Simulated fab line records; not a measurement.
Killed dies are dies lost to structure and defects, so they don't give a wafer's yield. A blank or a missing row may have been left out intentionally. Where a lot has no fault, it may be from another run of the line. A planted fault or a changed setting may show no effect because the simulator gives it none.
The tool behind it: which one?    flow nand harc    route of 1302 steps, sampled at 1 step: 6 lots, 18 wafers

== WHAT THE GAUGES READ, wafer by wafer ==
NHARC_P_BONDPAD_THK_MEAS_33: measures by ellipsometry.
lot   measured      on             thk nm (nm)
L193  day 6 21:21   film metro-01  199.6 200.6 201.9
L198  day 9 04:50   film metro-01  197.8 199.2 201.8
L205  day 11 20:41  film metro-02  200.8 199.7 200.4
L207  day 13 00:05  film metro-02  198.9 201.1 201.4
L212  day 14 19:04  film metro-02  198.4 199.9 199.6
L214  day 15 15:38  film metro-01  201.7 201.1 202.5

== TOOL THAT RAN EACH LOT (tool first, then ch and the chambers of the sampled wafers, then the start) ==
No process step before these readings appears in the record.

== THE ANSWER, worked out from the rows above alone ==
Rule: the usual values come from the lots themselves. The widest of any qualifying gaps counts: lots, ordered by their means at a reading, are off when they make up no more than a third of the lots, leave a main group of 4 or more, and stand apart from it by 3 or more times the standard deviation of that group's means. If all means in a main group match to the digits the tables above print for the reading, that group is not used. Also off: a lot with no number at a reading for which 4 or more lots have one. All remaining lots with rows at the step are treated as sound.
None of the lots is off at any reading shown; this tells nothing.

== WHAT THE SIMULATOR HAD PUT IN ==
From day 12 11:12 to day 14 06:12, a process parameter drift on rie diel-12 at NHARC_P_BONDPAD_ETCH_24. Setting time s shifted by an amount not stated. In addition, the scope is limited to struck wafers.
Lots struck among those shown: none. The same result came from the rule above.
